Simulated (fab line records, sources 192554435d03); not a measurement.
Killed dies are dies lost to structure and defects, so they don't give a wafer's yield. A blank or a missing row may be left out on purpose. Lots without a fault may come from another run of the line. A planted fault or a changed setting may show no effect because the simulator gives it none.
fab line records | flow n5_finfet
record lots=10 wafers=29 last_day=18
route steps=1938 shown HKMG_FIN@452 GATE_CUT@466 BEOL_M4@1111 PASSIVATION@1936
lots that met no fault: from a run of the same line without faults
start_h: hours from the record's first day to the start of the lot's first wafer shown | wait_h: hours since the lot's step before | " the same as in the row above | L1.1+2: a row that stands for several wafers | - no value, or no start given | * or withheld: withheld | < > ~ a bound
route shown NAME@n: a module of which the file shows steps, and the number in the route of the first | usual: mean/standard deviation of fault-free wafers | same: alike in all rows | chamber/n: place in a boat | sites: the reading at each site | _std_site: their standard deviation | _edge_site: outer sites' mean less inner sites' | radius_mm: how far each site lies from the wafer's centre | mask NAME#n: copy n | behind: the tool/chamber that last shaped the wafer | hold: why the lot was held/for how many hours/how that ended | device: the transistor (n, p or np) that didn't switch | end of line: the same wafers' tests at the end of the route | a step without rows: its recipe alone | killed: dies lost to structure and defects at the first sort, not the wafer's yield | map: a wafer's dies, x killed, . not, _ none there
set.NAME: the setting as run; set.NAME@STEP: as run at that earlier step | model.NAME: the simulator's own value behind a step, which no gauge read
steps of the route over a sample of lots; a table a step, a row a wafer
services: from which hour (start_h, from the record's first day; less than 0 if before it) a tool's chamber was out of use, for how many hours, and why
## steps
# step N5_HKMG_FIN_STRIP_90
# recipe chemistry=N2/H2 material=SOC time_s=20 power_w=500 temp_c=40 pressure_mtorr=50 rf_frequency_hz=6e+07 bias_power_w=8 h2_frac=0.5 n2_flow_sccm=300 h2_flow_sccm=300
# usual drypump_motor_current_A=5.9/0.38 oes_product_au=0.80/0.088 rf_vpp_V=54.1/0.93 showerhead_plenum_p_Torr=3.36/0.092 throttle_valve_pct=19.1/0.42
# columns lot.wafer tool chamber start_h wait_h drypump_motor_current_A oes_product_au rf_hours_counter_h rf_vpp_V showerhead_plenum_p_Torr throttle_valve_pct
L806.1 rie_diel-02 0 84.42 0.0 5.8 0.74 184 55.3 3.32 19.0
L806.2 " 2 " " 5.7 0.73 147 53.9 3.50 19.8
L806.6 " 0 " " 5.8 0.74 - 52.9 3.32 19.0
L809.2 rie_diel-02 1 102.79 0.0 5.3 0.83 98 53.5 3.25 18.8
L809.4 " 0 " " 5.8 0.74 193 54.6 3.32 19.0
L809.5 " 2 " " 5.7 0.74 - 53.7 3.49 19.8
L812.1 rie_diel-03 2 118.70 0.0 6.0 0.74 158 54.5 3.49 18.7
L812.2 " 3 " " 6.1 0.89 49 54.8 3.55 18.5
L812.6 " 3 " " 6.1 0.89 - 54.8 3.55 18.5
L813.1 rie_diel-04 2 125.64 0.0 6.5 0.72 168 54.6 3.36 19.2
L813.3 " 1 " " 5.9 0.90 32 54.6 3.30 19.1
L813.4 " 3 " " 5.3 0.66 - 54.9 3.30 19.7
L821.1 rie_diel-02 2 173.86 0.0 5.7 0.71 182 53.2 3.48 19.8
L821.3 " 1 " " 5.4 0.80 120 54.5 3.24 18.9
L821.4 " 3 " " 6.3 0.73 184 52.1 3.34 18.7
L822.3 rie_diel-04 2 181.66 0.0 6.5 0.71 192 53.3 3.34 19.3
L822.4 " 3 " " 5.3 0.93 - 54.5 3.29 19.3
L822.6 " 1 " " 5.9 0.87 - 54.7 3.29 19.1
L824.1 rie_diel-03 0 193.85 0.0 6.3 0.77 172 54.6 3.49 19.5
L824.2 " 3 " " 6.0 0.84 80 54.5 3.54 18.6
L824.3 " 2 " " 6.0 0.72 185 55.0 3.48 18.7
L825.4 rie_diel-04 0 195.77 0.0 5.9 0.90 17 54.9 3.28 18.3
L825.6 " 0 " " 6.0 0.90 - 52.6 3.28 18.3
L826.3 rie_diel-04 0 203.34 0.0 6.0 0.90 20 54.3 3.28 18.3
L826.4 " 1 " " 5.9 0.85 65 53.8 3.28 19.1
L826.6 " 3 " " 5.3 0.90 - 53.3 3.29 19.4
L828.1 rie_diel-02 1 215.90 0.0 5.3 0.80 134 54.8 3.23 18.9
L828.3 " 0 " " 5.7 0.70 233 53.9 3.30 19.1
L828.6 " 2 " " 5.7 0.70 - 53.6 3.47 19.8
# step N5_HKMG_FIN_ALD_21
# recipe material=TiN target_thk_a=15 temp_c=400 ald_precursor_family=TiCl4 ald_co_reactant=NH3 pulse_time_s=1 purge_time_s=3 co_reactant_purge_time_s=2 co_reactant_pulse_time_s=2 ald_cycles=68 pressure_torr=3
# usual heater_power_w=855/54 precursor_pulse_height_rel=0.999/0.019
# same co_reactant_purge_time_s=2 purge_time_s=3
# columns lot.wafer tool chamber start_h wait_h heater_power_w precursor_pulse_height_rel
L806.1 ald_metal-01 3 85.11 0.3 855 0.978
L806.2 " 0 " " 848 0.970
L806.6 " 1 " " 849 1.001
L809.2 ald_metal-02 3 103.48 0.3 877 1.001
L809.4 " 3 " " 882 1.009
L809.5 " 1 " " 826 0.990
L812.1 ald_metal-02 3 119.38 0.3 895 0.995
L812.2 " 0 " " 989 0.974
L812.6 " 3 " " 853 1.019
L813.1 ald_metal-01 1 126.32 0.3 832 1.023
L813.3 " 0 " " 854 1.010
L813.4 " 3 " " 859 0.991
L821.1 ald_metal-01 1 174.54 0.3 815 1.003
L821.3 " 0 " " 842 1.021
L821.4 " 3 " " 840 0.997
L822.3 ald_metal-03 1 182.35 0.1 814 1.004
L822.4 " 0 " " 827 0.989
L822.6 " 1 " " 813 0.987
L824.1 ald_metal-01 1 194.54 0.3 849 0.999
L824.2 " 2 " " 800 1.010
L824.3 " 3 " " 826 0.963
L825.4 ald_metal-03 0 196.46 0.2 837 0.969
L825.6 " 1 " " 821 1.005
L826.3 ald_metal-01 3 204.02 0.1 831 0.983
L826.4 " 1 " " 839 0.993
L826.6 " 0 " " 851 1.005
L828.1 ald_metal-01 2 216.58 0.3 812 0.994
L828.3 " 3 " " 876 0.961
L828.6 " 2 " " 825 0.978
# step N5_GATE_CUT_ETCH_56
# recipe chemistry=Cl2/Ar target=TiN target_depth_a=216 pressure_mtorr=10 icp_w=600 bias_w=60 Cl2_flow_sccm=40 Ar_flow_sccm=60
# usual bias_w=59.95/0.16 chamber_pressure_mTorr=10.001/0.0087 drypump_motor_current_A=5.8/0.41 oes_product_au=0.76/0.06 throttle_valve_pct=21.00/0.18
# columns lot.wafer tool chamber start_h wait_h bias_w chamber_pressure_mTorr drypump_motor_current_A oes_product_au rf_hours_counter_h throttle_valve_pct
L806.1 rie_metal-03 0 86.51 0.1 60.00 9.991 6.4 0.83 29 21.22
L806.2 " 1 " " 60.26 9.990 5.5 0.83 29 20.82
L806.6 " 0 " " 60.14 9.992 6.4 0.83 - 21.24
L809.2 rie_metal-03 0 104.88 0.1 60.07 10.003 6.4 0.83 30 21.22
L809.4 " 0 " " 60.16 10.008 6.4 0.83 - 21.24
L809.5 " 1 " " 59.88 10.022 5.5 0.83 - 20.82
L812.1 rie_metal-03 1 120.82 0.1 - - - - - -
L812.2 " 0 " " - - - - - -
L812.6 " 1 " " - - - - - -
L813.1 rie_metal-02 0 127.82 0.1 - - - - - -
L813.3 " 1 " " - - - - - -
L813.4 " 0 " " - - - - - -
L821.1 rie_metal-03 0 175.94 0.1 59.79 10.004 6.4 0.80 34 21.26
L821.3 " 1 " " 60.07 10.000 5.5 0.80 - 20.85
L821.4 " 0 " " 60.03 10.004 6.5 0.82 - 21.24
L822.3 rie_metal-03 1 183.77 0.1 59.78 9.982 5.5 0.81 - 20.83
L822.4 " 0 " " 59.94 9.984 6.4 0.80 - 21.26
L822.6 " 1 " " 60.05 10.002 5.5 0.81 - 20.86
L824.1 rie_metal-01 1 195.94 0.1 59.98 10.004 6.0 0.74 61 21.11
L824.2 " 0 " " 59.82 10.003 5.5 0.69 69 20.80
L824.3 " 0 " " 59.98 10.009 5.5 0.69 - 20.80
L825.4 rie_metal-03 0 197.89 0.1 59.99 10.007 6.4 0.81 - 21.25
L825.6 " 1 " " 59.81 10.006 5.5 0.80 - 20.84
L826.3 rie_metal-03 1 205.45 0.1 59.93 10.009 5.5 0.80 - 20.85
L826.4 " 0 " " 59.83 10.005 6.5 0.80 - 21.29
L826.6 " 1 " " 60.06 9.993 5.6 0.80 - 20.86
L828.1 rie_metal-03 0 217.98 0.1 59.97 9.988 6.4 0.80 38 21.25
L828.3 " 1 " " 59.80 10.014 5.6 0.80 - 20.86
L828.6 " 0 " " 60.07 10.003 6.4 0.80 - 21.25
# step N5_GATE_CUT_ETCHBACK_30
# recipe chemistry=Cl2/Ar target=TiN target_depth_a=30 mode=isotropic pressure_mtorr=10 icp_w=600 bias_w=60 Cl2_flow_sccm=40 Ar_flow_sccm=60
# usual drypump_motor_current_A=5.8/0.41 oes_product_au=0.76/0.06 throttle_valve_pct=21.00/0.18
# columns lot.wafer tool chamber start_h wait_h drypump_motor_current_A oes_product_au rf_hours_counter_h throttle_valve_pct
L806.1 rie_metal-03 0 86.60 0.1 6.4 0.82 29 21.27
L806.2 " 1 " " 5.5 0.82 29 20.83
L806.6 " 0 " " 6.4 0.81 - 21.25
L809.2 rie_metal-03 0 104.97 0.1 6.4 0.82 30 21.23
L809.4 " 0 " " 6.4 0.82 - 21.24
L809.5 " 1 " " 5.5 0.82 - 20.84
L812.1 rie_metal-03 1 120.91 0.1 5.5 0.81 32 20.84
L812.2 " 0 " " 6.4 0.81 31 21.26
L812.6 " 1 " " 5.5 0.82 - 20.82
L813.1 rie_metal-02 0 127.91 0.1 5.1 0.80 33 20.93
L813.3 " 1 " " 5.8 0.61 - 21.04
L813.4 " 0 " " 5.1 0.80 - 20.95
L821.1 rie_metal-03 0 176.03 0.1 6.4 0.81 34 21.26
L821.3 " 1 " " 5.5 0.80 - 20.85
L821.4 " 0 " " 6.4 0.82 - 21.23
L822.3 rie_metal-03 1 183.84 0.0 5.5 0.81 - 20.84
L822.4 " 0 " " 6.4 0.81 - 21.26
L822.6 " 1 " " 5.5 0.80 - 20.85
L824.1 rie_metal-01 1 196.03 0.1 6.0 0.74 61 21.13
L824.2 " 0 " " 5.5 0.69 69 20.81
L824.3 " 0 " " 5.5 0.69 - 20.81
L825.4 rie_metal-03 0 197.96 0.0 6.4 0.80 - 21.26
L825.6 " 1 " " 5.5 0.80 - 20.85
L826.3 rie_metal-03 1 205.52 0.0 5.5 0.80 - 20.85
L826.4 " 0 " " 6.4 0.80 - 21.27
L826.6 " 1 " " 5.5 0.79 - 20.86
L828.1 rie_metal-03 0 218.07 0.1 6.5 0.79 38 21.26
L828.3 " 1 " " 5.5 0.79 - 20.87
L828.6 " 0 " " 6.4 0.80 - 21.27
# step N5_BEOL_M4_RC_MEAS_101
# usual DIBL_N=36.1/1.9 DIBL_P=36.4/2.5 IOFF_N=0.16/0.036 IOFF_P=0.22/0.038 ION_N=672/11 ION_P=462/8 SS_N=71.6/0.68 SS_P=73.3/0.77 VT_N=250/3.3 VT_P=-250/3.6
# columns lot.wafer tool chamber start_h wait_h DIBL_N[mV/V] DIBL_P[mV/V] IOFF_N[nA/um] IOFF_P[nA/um] ION_N[uA/um] ION_P[uA/um] SS_N[mV/dec] SS_P[mV/dec] VT_N[mV] VT_P[mV]
L806.1 prober-02 0 195.19 0.0 36.0 37.4 0.15 0.20 672 462 71.8 72.7 253 -249
L806.2 " 0 " " 37.3 39.0 0.18 0.24 677 466 72.3 73.0 248 -245
L806.6 " 0 " " 34.0 34.3 0.12 0.16 667 459 70.9 72.2 255 -253
L809.2 prober-01 0 204.61 0.2 36.6 39.0 0.18 0.23 686 472 71.1 74.4 247 -246
L809.4 " 0 " " 34.1 34.5 0.11 0.16 668 456 71.7 72.6 255 -255
L809.5 " 0 " " 38.1 38.5 0.18 0.22 674 458 72.2 73.5 248 -250
L821.1 prober-02 0 289.52 0.0 33.1 33.5 0.11 0.17 656 454 71.2 73.2 253 -254
L821.3 " 0 " " 34.7 34.3 0.13 0.18 653 446 72.0 73.1 254 -254
L821.4 " 0 " " 35.3 36.8 0.16 0.21 683 461 71.8 73.9 249 -253
L822.3 prober-02 0 307.62 0.3 36.5 35.0 0.16 0.22 678 466 71.7 72.2 249 -248
L822.4 " 0 " " 36.6 35.6 0.16 0.22 685 472 71.8 73.8 250 -249
L822.6 " 0 " " 37.9 36.2 0.18 0.23 677 468 72.0 72.8 250 -248
L824.1 prober-02 0 309.15 0.0 36.5 37.3 0.16 0.22 675 468 71.6 73.4 249 -249
L824.2 " 0 " " 37.7 37.8 0.18 0.22 683 462 71.6 74.1 251 -251
L824.3 " 0 " " 34.7 34.8 0.13 0.18 659 456 71.2 73.0 251 -254
L825.4 prober-01 0 310.98 0.5 33.9 32.8 0.14 0.20 669 474 71.3 71.6 251 -247
L825.6 " 0 " " 34.4 35.4 0.14 0.23 675 474 71.8 73.3 252 -244
L826.3 prober-02 0 319.21 0.3 36.8 36.3 0.16 0.22 688 470 71.9 73.3 249 -249
L826.4 " 0 " " 36.6 34.5 0.15 0.20 669 459 71.0 73.1 253 -250
L826.6 " 0 " " 33.1 31.4 0.10 0.15 654 459 70.5 72.1 255 -255
L828.1 prober-01 0 328.62 0.0 36.8 36.1 0.15 0.17 663 446 71.7 73.0 253 -254
L828.3 " 0 " " 36.1 33.4 0.13 0.14 655 442 71.0 71.8 256 -258
L828.6 " 0 " " 36.7 35.1 0.14 0.16 660 445 72.1 73.0 255 -257
# step N5_PASSIVATION_PROBE_49
# usual defect_limited_yield=91.2/1.4 killed_at_M0_to_M3=34/11 killed_at_M4_up=14/6.3 killed_at_contacts=13/7.4 killed_at_front_end=38/11 killed_at_other=4.3/2.9 killed_dies=103/17 killed_on_rim=14/4.1 killed_open=68/12 killed_short=34/8 sort_bin_5_function=5.1/0.9 sort_bin_6_memory=3.3/0.66 sort_n_pass=1077/17 sort_yield_pct=91.2/1.4
# same gross_dies=1180 killed_at_back_side=0 sort_bin_4_leakage[%]=0 sort_bin_8_speed[%]=0
# columns lot.wafer tool chamber start_h wait_h defect_limited_yield[%] killed_at_M0_to_M3 killed_at_M4_up killed_at_contacts killed_at_front_end killed_at_other killed_dies killed_on_rim killed_open killed_short sort_bin_5_function[%] sort_bin_6_memory[%] sort_n_pass sort_yield_pct[%]
L812.1 prober-02 - 332.77 0.0 0 30 20 21 1104 5 1180 152 93 35 95.2 4.5 0 0
L812.2 prober-02 - 332.82 0.1 0 17 30 14 1117 2 1180 152 88 35 95.9 3.6 0 0
L812.6 prober-02 - 333.02 0.3 0 43 23 22 1091 1 1180 152 108 46 94.3 4.7 0 0
L813.1 prober-02 - 334.48 0.0 0 24 2 10 1140 4 1180 152 51 25 97.3 2.6 0 0
L813.3 prober-02 - 334.58 0.1 0 31 24 9 1110 6 1180 152 70 38 97.2 2.5 0 0
L813.4 prober-02 - 334.63 0.2 0 43 11 6 1114 6 1180 152 57 31 96.8 2.8 0 0
# killed by level:class
L812.1 GATE_CUT:area_etch=1052 MOL_CONTACT_COAG:geometric_particle:open=18 STI_FIN_REVEAL:geometric_particle:open=16 BEOL_M4:geometric_particle:open=8 FIN_SAQP:geometric_particle:open=7 BEOL_M0_SAQP:geometric_particle:open=7 STI_FIN_REVEAL:geometric_particle:short=5 GATE_CUT:geometric_particle:short=5
L812.2 GATE_CUT:area_etch=1057 STI_FIN_REVEAL:geometric_particle:open=23 MOL_CONTACT_COAG:geometric_particle:open=12 BEOL_M4:geometric_particle:open=10 FIN_SAQP:geometric_particle:short=9 FIN_SAQP:geometric_particle:open=8 BEOL_M5:geometric_particle:open=6 STI_FIN_REVEAL:geometric_particle:short=4
L812.6 GATE_CUT:area_etch=1026 MOL_CONTACT_COAG:geometric_particle:open=19 FIN_SAQP:geometric_particle:open=12 STI_FIN_REVEAL:geometric_particle:open=12 BEOL_M1:geometric_particle:open=12 FIN_SAQP:geometric_particle:short=11 BEOL_M4:geometric_particle:open=10 BEOL_M3:geometric_particle:open=9
L813.1 GATE_CUT:area_etch=1103 FIN_SAQP:geometric_particle:open=11 FIN_SAQP:geometric_particle:short=9 MOL_CONTACT_COAG:geometric_particle:open=7 BEOL_M1:geometric_particle:open=7 BEOL_M3:geometric_particle:open=6 BEOL_M2:geometric_particle:open=5 STI_FIN_REVEAL:geometric_particle:short=3
L813.3 GATE_CUT:area_etch=1071 MOL_CONTACT_COAG:geometric_particle:open=9 BEOL_M1:geometric_particle:open=8 FIN_SAQP:geometric_particle:open=7 BEOL_M5:geometric_particle:open=7 STI_FIN_REVEAL:geometric_particle:open=7 BEOL_M1:geometric_particle:short=6 BEOL_M2:geometric_particle:open=6
L813.4 GATE_CUT:area_etch=1092 BEOL_M1:geometric_particle:open=10 BEOL_M3:geometric_particle:open=8 GATE_CUT:geometric_particle:short=7 MOL_CONTACT_COAG:geometric_particle:open=6 BEOL_M1:geometric_particle:short=6 BEOL_M0_SAQP:geometric_particle:short=5 BEOL_M0_SAQP:geometric_particle:open=5
## services
# columns tool chamber start_h hours kind
ald_metal-01 - 67.31 8.7 pm
ald_metal-02 - 67.88 2.8 pm
rie_diel-04 2 72.01 19.0 repair
rie_diel-04 - 74.70 15.6 pm
ald_metal-01 1 85.73 6.5 repair
ald_metal-03 - 90.23 14.6 pm
ald_metal-02 0 92.76 11.3 repair
rie_diel-02 - 102.21 0.1 repair
ald_metal-01 - 103.03 2.3 repair
rie_diel-04 0 109.16 - clean
rie_diel-04 0 109.16 - consumable_replace:focus_ring
rie_diel-04 0 109.16 22.2 scheduled_down
rie_diel-04 0 109.16 22.2 vent_cycle
rie_diel-02 1 119.55 8.1 repair
rie_diel-04 3 131.85 - clean
rie_metal-02 1 133.00 1.7 repair
rie_metal-03 - 145.69 28.1 pm
rie_diel-03 1 149.28 6.6 repair
ald_metal-03 - 168.27 0.3 repair
ald_metal-02 1 174.85 3.6 repair
ald_metal-03 2 180.93 5.6 repair
rie_diel-03 0 194.66 6.5 repair
ald_metal-02 - 197.38 3.1 repair
rie_diel-04 2 203.66 6.9 repair
## key
first_sign step=N5_GATE_CUT_ETCH_56 reading=tool_record direction=missing
effect step=N5_PASSIVATION_PROBE_49 reading=sort_bin_5_function direction=up sigmas=99+ usual=5.1 struck=96.1
more_kills_born_at N5_GATE_CUT_ETCH_56@rie_metal-02=3266 N5_GATE_CUT_ETCH_56@rie_metal-03=3135
met_at N5_GATE_CUT_ETCH_56
struck_lots L812,L813
later_rows_left_out L812.1,L812.2,L812.6,L813.1,L813.3,L813.4
not_acting_at N5_HKMG_FIN_STRIP_90,N5_HKMG_FIN_ALD_21,N5_GATE_CUT_ETCHBACK_30
onset_between 104.88 120.82
fault kind=skipped_step_whole tool=rie_metal-02,rie_metal-03 chamber=- onset_h=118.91 steps=N5_GATE_CUT_ETCH_56 scope=struck_lots_only
# later_rows_left_out: the simulator's readings of these wafers behind a module that went badly wrong aren't trusted and aren't shown, but for the sort
